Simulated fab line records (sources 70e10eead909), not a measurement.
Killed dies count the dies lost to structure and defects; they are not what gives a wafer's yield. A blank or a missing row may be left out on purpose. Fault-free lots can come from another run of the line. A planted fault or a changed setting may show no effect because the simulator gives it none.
fab line records	flow nand_harc
[record] lots = 13	wafers = 39	last_day = 25
route steps=1159 shown P_BONDPAD@369 A_ZERO_WELL@412 A_ONON_D1@430 END@1159
lots with no fault: from the same line, run without faults
start_h: start of the lot's first displayed wafer, in hours after the record's first day	wait_h: time in hours since the lot's previous step	" identical to the entry in the row above	L1.1+2: one row covering several wafers at once	- value missing, or start not given	* or withheld: withheld	< > ~ a bound
route shown NAME@n: a module of which the file shows steps, and the number in the route of the first	usual: mean and standard deviation over wafers with no fault	same: alike in all rows	chamber/n: place in a boat	sites: readings site by site	_std_site: their standard deviation	_edge_site: mean of outer sites minus mean of inner sites	radius_mm: for every site, how far away it sits from the centre of the wafer	mask NAME#n: copy n	behind: the tool/chamber that last shaped the wafer	hold: cause of the lot's hold/its duration in hours/its outcome	device: which transistor (n, p or np) failed to switch	end of line: the tests these same wafers got at the end of their route	for a step that has no rows: nothing shown but its recipe	killed: count of dies lost to structure and defects at first sort (not the wafer's yield)	map: a wafer's dies, x killed, . not, _ none there
set.NAME: the run value of the setting; set.NAME@STEP: its run value at that earlier step	model.NAME: the simulator's own value behind a step, which no gauge read
a sample of lots followed through the steps of the route, with each step as a table and each wafer as a row
services: a tool's chamber out of use, with start hour (start_h, from the record's first day; less than 0 if before it), hours out, and reason
[[steps]]
[step NHARC_P_BONDPAD_ETCH_12]
[recipe] target_depth_a = 2000	time_s = 100	chf3_flow_sccm = 50	o2_flow_sccm = 10	ar_flow_sccm = 200	rf_w = 500	bias_w = 200	chemistry = CHF3/O2
[usual] drypump_motor_current_A = 5.9/0.44	oes_product_au = 0.935/0.02	rf_vpp_V = 370.8/1.8	showerhead_plenum_p_Torr = 2.41/0.074	throttle_valve_pct = 20.572/0.0087
lot.wafer	tool	chamber	start_h	wait_h	drypump_motor_current_A	oes_product_au	rf_hours_counter_h	rf_vpp_V	showerhead_plenum_p_Torr	throttle_valve_pct
L413.3	rie_diel-05	2	-	-	6.7	0.953	49	373.1	2.52	20.563
L413.4	"	3	"	"	5.7	0.947	47	369.4	2.33	20.567
L413.1	"	1	"	"	5.3	0.948	45	367.7	2.31	20.567
L415.1	rie_diel-12	0	-	-	6.3	0.922	10	369.6	2.32	20.591
L415.2	"	1	"	"	5.2	0.921	10	369.0	2.36	20.578
L415.5	"	0	"	"	6.3	0.929	-	369.8	2.32	20.571
L414.2	rie_diel-06	1	-	-	5.7	0.930	20	372.3	2.41	20.557
L414.6	"	2	"	"	5.4	0.905	-	371.0	2.35	20.590
L414.5	"	3	"	"	6.2	0.932	-	372.2	2.47	20.571
L417.4	rie_diel-05	3	-	-	5.7	0.925	51	368.0	2.33	20.583
L417.1	"	1	"	"	5.3	0.923	48	367.2	2.30	20.561
L417.5	"	3	"	"	5.7	0.920	-	370.1	2.33	20.561
L421.2	rie_diel-12	1	-	-	5.2	0.940	15	369.3	2.36	20.559
L421.6	"	1	"	"	5.1	0.946	-	369.9	2.36	20.567
L421.5	"	2	"	"	6.2	0.940	-	372.1	2.52	20.583
L423.3	rie_diel-12	0	-	-	6.3	0.967	15	370.1	2.32	20.579
L423.1	"	2	"	"	6.2	0.943	16	374.2	2.52	20.559
L423.6	"	1	"	"	5.1	0.966	-	368.5	2.36	20.558
L429.1	rie_diel-12	2	-	-	6.2	0.957	1	372.2	2.52	20.570
L429.3	"	1	"	"	5.1	0.970	1	369.5	2.36	20.582
L429.6	"	3	"	"	6.0	0.962	-	369.0	2.44	20.567
L430.4	rie_diel-12	3	-	-	5.9	0.914	2	370.9	2.44	20.579
L430.6	"	2	"	"	6.2	0.929	-	372.3	2.52	20.569
L430.5	"	3	"	"	5.9	0.920	-	369.6	2.44	20.562
L431.2	rie_diel-12	3	-	-	5.9	0.914	3	370.4	2.44	20.590
L431.5	"	1	"	"	5.1	0.927	-	369.6	2.36	20.572
L431.6	"	3	"	"	6.0	0.915	-	371.4	2.44	20.568
L433.3	rie_diel-12	2	-	-	6.2	0.919	4	374.1	2.52	20.569
L433.4	"	0	"	"	6.3	0.912	2	367.6	2.32	20.571
L433.2	"	1	"	"	5.1	0.913	4	370.3	2.36	20.565
L434.2	rie_diel-12	3	-	-	6.0	0.959	5	371.7	2.43	20.575
L434.1	"	0	"	"	6.3	0.972	3	369.5	2.32	20.573
L434.6	"	1	"	"	5.1	0.973	-	370.0	2.36	20.564
L435.4	rie_diel-06	1	-	-	5.7	0.943	5	369.6	2.40	20.561
L435.5	"	3	"	"	6.1	0.953	-	372.6	2.46	20.574
L435.6	"	0	"	"	6.2	0.948	-	373.5	2.45	20.560
L436.2	rie_diel-12	1	-	-	5.1	0.928	7	370.3	2.36	20.566
L436.5	"	0	"	"	6.3	0.919	-	370.0	2.32	20.568
L436.6	"	1	"	"	5.2	0.930	-	368.1	2.36	20.565
[step NHARC_P_BONDPAD_ANNEAL_28]
[recipe] temp_c = 225	time_s = 90
[usual] wafer_temp_C_max = 226.4/0.32
lot.wafer	tool	chamber	start_h	wait_h	wafer_temp_C_max
L413.1	rtp_anneal-02	0	140.91	0.3	225.7
L413.3	"	0	"	"	226.2
L413.4	"	0	"	"	226.4
L415.1	rtp_anneal-01	0	144.28	-	226.5
L415.2	"	0	"	"	226.2
L415.5	"	0	"	"	225.8
L414.2	rtp_anneal-01	0	145.17	-	226.7
L414.5	"	0	"	"	226.7
L414.6	"	0	"	"	226.4
L417.1	rtp_anneal-01	0	158.44	-	226.2
L417.4	"	0	"	"	226.2
L417.5	"	0	"	"	226.6
L421.2	rtp_anneal-02	0	187.79	0.4	225.7
L421.5	"	0	"	"	226.3
L421.6	"	0	"	"	226.4
L423.1	rtp_anneal-01	0	191.16	-	226.5
L423.3	"	0	"	"	227.2
L423.6	"	0	"	"	227.1
L429.1	rtp_anneal-02	0	226.18	-	226.1
L429.3	"	0	"	"	226.5
L429.6	"	0	"	"	226.2
L430.4	rtp_anneal-02	0	239.08	0.4	226.3
L430.5	"	0	"	"	226.5
L430.6	"	0	"	"	226.0
L431.2	rtp_anneal-01	0	247.17	0.5	226.0
L431.5	"	0	"	"	226.1
L431.6	"	0	"	"	226.1
L433.2	rtp_anneal-02	0	249.89	0.4	226.5
L433.3	"	0	"	"	226.2
L433.4	"	0	"	"	226.2
L434.1	rtp_anneal-02	0	255.50	0.4	225.6
L434.2	"	0	"	"	226.3
L434.6	"	0	"	"	226.6
L435.4	rtp_anneal-01	0	261.92	-	226.7
L435.5	"	0	"	"	226.1
L435.6	"	0	"	"	226.3
L436.2	rtp_anneal-01	0	279.11	-	226.5
L436.5	"	0	"	"	226.5
L436.6	"	0	"	"	226.8
[step NHARC_A_ZERO_WELL_INSPECT_17]
[usual] raw_defect_count = 10/5.3
lot.wafer	tool	chamber	start_h	wait_h	raw_defect_count
L413.1	defect_inspect-02	-	144.71	0.2	6
L413.3	"	-	"	"	7
L413.4	"	-	"	"	9
L415.1	defect_inspect-02	-	148.00	0.2	4
L415.2	"	-	"	"	5
L415.5	"	-	"	"	7
L414.2	defect_inspect-02	-	148.82	0.1	10
L414.5	"	-	"	"	7
L414.6	"	-	"	"	8
L417.1	defect_inspect-02	-	162.26	0.2	20
L417.4	"	-	"	"	5
L417.5	"	-	"	"	5
L421.2	defect_inspect-01	-	191.45	0.1	7
L421.5	"	-	"	"	4
L421.6	"	-	"	"	8
L423.1	defect_inspect-02	-	194.92	0.2	9
L423.3	"	-	"	"	6
L423.6	"	-	"	"	5
L429.1	defect_inspect-01	-	229.71	0.2	5
L429.3	"	-	"	"	7
L429.6	"	-	"	"	8
L430.4	defect_inspect-02	-	242.47	0.1	7
L430.5	"	-	"	"	8
L430.6	"	-	"	"	2
L431.2	defect_inspect-01	-	250.64	0.1	4
L431.5	"	-	"	"	13
L431.6	"	-	"	"	7
L433.2	defect_inspect-01	-	253.75	0.1	15
L433.3	"	-	"	"	8
L433.4	"	-	"	"	19
L434.1	defect_inspect-01	-	259.21	0.2	4
L434.2	"	-	"	"	10
L434.6	"	-	"	"	12
L435.4	defect_inspect-01	-	265.47	0.1	8
L435.5	"	-	"	"	8
L435.6	"	-	"	"	16
L436.2	defect_inspect-01	-	282.78	0.1	8
L436.5	"	-	"	"	10
L436.6	"	-	"	"	9
[step NHARC_A_ONON_D1_DEP_09]
[recipe] target_thk_a = 10000	n2_flow_sccm = 2750	n2o_flow_sccm = 2000	nh3_flow_sccm = 500	sih4_flow_sccm = 210	temp_c = 400
lot.wafer	tool	chamber	start_h	wait_h
L415.1+2+5	pecvd_onon-02	0	170.87	0.1
L413.1+3+4	pecvd_onon-03	0	170.90	0.1
L414.2+5+6	pecvd_onon-02	0	171.28	0.1
L417.1+4+5	pecvd_onon-02	0	184.92	0.1
L421.2+5+6	pecvd_onon-02	0	213.50	0.1
L423.1+3+6	pecvd_onon-02	0	217.04	0.1
L429.1+3+6	pecvd_onon-04	0	251.73	0.1
L430.4+5+6	pecvd_onon-03	0	271.67	0.2
L431.2+5+6	pecvd_onon-04	0	271.71	0.1
L433.2+3+4	pecvd_onon-03	0	271.90	0.1
L434.1+2+6	pecvd_onon-02	0	281.53	0.1
L435.4+5+6	pecvd_onon-03	0	290.07	0.2
L436.2+5+6	pecvd_onon-04	0	307.84	0.1
[step NHARC_A_ONON_D1_THK_MEAS_11]
[recipe] thk_meas_gauge = ellipsometry
[usual] thk_nm = 998/13
lot.wafer	tool	chamber	start_h	wait_h	thk_nm
L415.1	film_metro-01	-	171.38	-	973
L415.2	"	-	"	"	973
L415.5	"	-	"	"	973
L413.1	film_metro-01	-	171.41	-	1004
L413.3	"	-	"	"	1003
L413.4	"	-	"	"	1004
L414.2	film_metro-01	-	171.73	-	993
L414.5	"	-	"	"	994
L414.6	"	-	"	"	994
L417.1	film_metro-02	-	185.43	-	988
L417.4	"	-	"	"	987
L417.5	"	-	"	"	988
L421.2	film_metro-02	-	213.95	-	1015
L421.5	"	-	"	"	1515
L421.6	"	-	"	"	1516
L423.1	film_metro-01	-	217.56	-	1011
L423.3	"	-	"	"	1511
L423.6	"	-	"	"	1513
L429.1	film_metro-02	-	252.24	-	979
L429.3	"	-	"	"	976
L429.6	"	-	"	"	979
L430.4	film_metro-02	-	272.00	-	993
L430.5	"	-	"	"	993
L430.6	"	-	"	"	993
L431.2	film_metro-02	-	272.16	-	1011
L431.5	"	-	"	"	1013
L431.6	"	-	"	"	1012
L433.2	film_metro-02	-	272.35	-	997
L433.3	"	-	"	"	999
L433.4	"	-	"	"	998
L434.1	film_metro-02	-	282.04	-	1020
L434.2	"	-	"	"	1021
L434.6	"	-	"	"	1021
L435.4	film_metro-02	-	290.41	-	990
L435.5	"	-	"	"	993
L435.6	"	-	"	"	991
L436.2	film_metro-02	-	308.30	-	988
L436.5	"	-	"	"	986
L436.6	"	-	"	"	987
[step NHARC_END_SORT_01]
[recipe] temp_c = 25
[usual] killed_at_array = 29/11	killed_at_other = 0.5/0.8	killed_at_periphery = 3.5/2.8	killed_dies = 33/12	killed_open = 3.1/1.8	killed_short = 1.8/1.4
[same] gross_dies = 677
lot.wafer	tool	chamber	start_h	wait_h	killed_at_array	killed_at_other	killed_at_periphery	killed_dies	killed_open	killed_short
L421.2	prober-02	0	502.87	2.8	40	0	10	50	1	3
L421.5	prober-02	0	505.30	3.7	674	0	3	677	1	1
L421.6	prober-02	0	506.11	4.1	669	0	8	677	1	1
L423.1	prober-01	0	513.94	2.5	24	0	1	25	3	0
L423.3	prober-01	0	515.57	3.1	675	1	1	677	2	0
L423.6	prober-01	0	518.00	4.1	675	1	1	677	2	1
// killed by level:class
L421.2 A_SLIT:chamber_film_flake=14 A_CHANNEL_HOLE_D1:chamber_film_flake=10 A_CHANNEL_FILL_D1:chamber_film_flake=6 P_STI:chamber_film_flake=5 P_ZERO_WELL:chamber_film_flake=3 A_STAIRCASE:chamber_film_flake=3 A_M0:chamber_film_flake=3 P_M2:geometric_particle:short=1
L421.5 A_ONON_D1:area_dep=639 A_CHANNEL_HOLE_D1:chamber_film_flake=16 A_SLIT:chamber_film_flake=13 P_CONTACT:chamber_film_flake=2 A_WL_FILL:chamber_film_flake=2 A_ONON_D1:geometric_particle:open=1 A_WL_FILL:geometric_particle:short=1 P_STI:chamber_film_flake=1
L421.6 A_ONON_D1:area_dep=623 A_CHANNEL_HOLE_D1:chamber_film_flake=17 A_SLIT:chamber_film_flake=13 P_STI:chamber_film_flake=5 A_STAIRCASE:chamber_film_flake=5 P_ZERO_WELL:chamber_film_flake=3 A_WL_FILL:chamber_film_flake=3 A_CONTACT:chamber_film_flake=3
L423.1 A_CHANNEL_HOLE_D1:chamber_film_flake=5 A_M1:chamber_film_flake=5 A_CHANNEL_FILL_D1:chamber_film_flake=3 A_CONTACT:chamber_film_flake=3 A_STAIRCASE:chamber_film_flake=2 A_M0:chamber_film_flake=2 A_ONON_D1:geometric_particle:open=1 A_SGD_CUT:geometric_particle:open=1
L423.3 A_ONON_D1:area_dep=657 A_CHANNEL_HOLE_D1:chamber_film_flake=5 A_M1:chamber_film_flake=4 A_STAIRCASE:chamber_film_flake=3 A_CONTACT:chamber_film_flake=3 P_GATE:geometric_particle:open=1 A_CONTACT:geometric_particle:open=1 A_WL_FILL:chamber_film_flake=1
L423.6 A_ONON_D1:area_dep=656 A_STAIRCASE:chamber_film_flake=5 A_M0:chamber_film_flake=5 A_CONTACT:chamber_film_flake=2 A_M1:chamber_film_flake=2 P_CONTACT:geometric_particle:open=1 A_WL_FILL:geometric_particle:short=1 A_CONTACT:geometric_particle:open=1
[[services]]
tool	chamber	start_h	hours	kind
rie_diel-06	1	127.19	12.3	repair
rie_diel-05	-	128.15	0.9	repair
rie_diel-12	0	132.66	-	clean
rie_diel-12	1	132.66	-	clean
rie_diel-12	2	132.66	-	clean
rie_diel-12	3	132.66	-	clean
pecvd_onon-03	-	153.00	13.0	pm
rie_diel-12	0	157.16	-	clean
rie_diel-12	1	157.16	-	clean
rie_diel-05	-	164.57	9.0	pm
rie_diel-06	2	165.12	11.5	repair
rie_diel-12	-	202.40	9.0	pm
pecvd_onon-04	-	220.87	1.0	repair
rie_diel-05	2	232.68	11.8	repair
pecvd_onon-04	-	237.00	13.0	pm
rie_diel-05	3	238.63	4.1	repair
rie_diel-05	1	240.59	11.9	repair
rie_diel-06	-	241.24	9.0	pm
rie_diel-12	0	241.27	6.4	repair
rie_diel-12	-	264.57	0.6	repair
rie_diel-05	0	278.79	4.6	repair
pecvd_onon-02	-	289.71	1.1	repair
pecvd_onon-02	-	292.21	13.0	pm
rtp_anneal-02	-	300.00	12.0	pm
[[key]]
[first_sign] step = NHARC_A_ONON_D1_THK_MEAS_11	reading = thk_nm	direction = up	sigmas = 39	usual = 998	struck = 1514
[effect] step = NHARC_END_SORT_01	reading = killed_at_array	direction = up	sigmas = 57	usual = 29	struck = 673
[more_kills_born_at] NHARC_A_ONON_D1_DEP_09@pecvd_onon-02 = 2575
met_at NHARC_A_ONON_D1_DEP_09
struck_lots L421,L423
struck_wafers L421.5,L421.6,L423.3,L423.6
later_rows_left_out L421.5,L421.6,L423.3,L423.6
tester_left_out L421,L423
not_acting_at NHARC_P_BONDPAD_ETCH_12,NHARC_P_BONDPAD_ANNEAL_28,NHARC_A_ZERO_WELL_INSPECT_17
onset_between 184.92 213.50
[fault] kind = process_parameter_drift	tool = pecvd_onon-02	chamber = -	onset_h = 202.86	steps = NHARC_A_ONON_D1_DEP_09	channel = target_thk_a	offset = *	shape = step	end_h = 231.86	scope = struck_wafers_only	acts_in = *	stated = *
// tester_left_out: of these lots the tester's yield and bins aren't shown, on N5 and GAA mostly nor the transistor test; their killed dies are dies lost to structure and defects alone, not to doping, threshold or leakage, so they don't give the yield
// later_rows_left_out: the simulator's readings of these wafers behind a module that went badly wrong aren't trusted and aren't shown, but for the sort
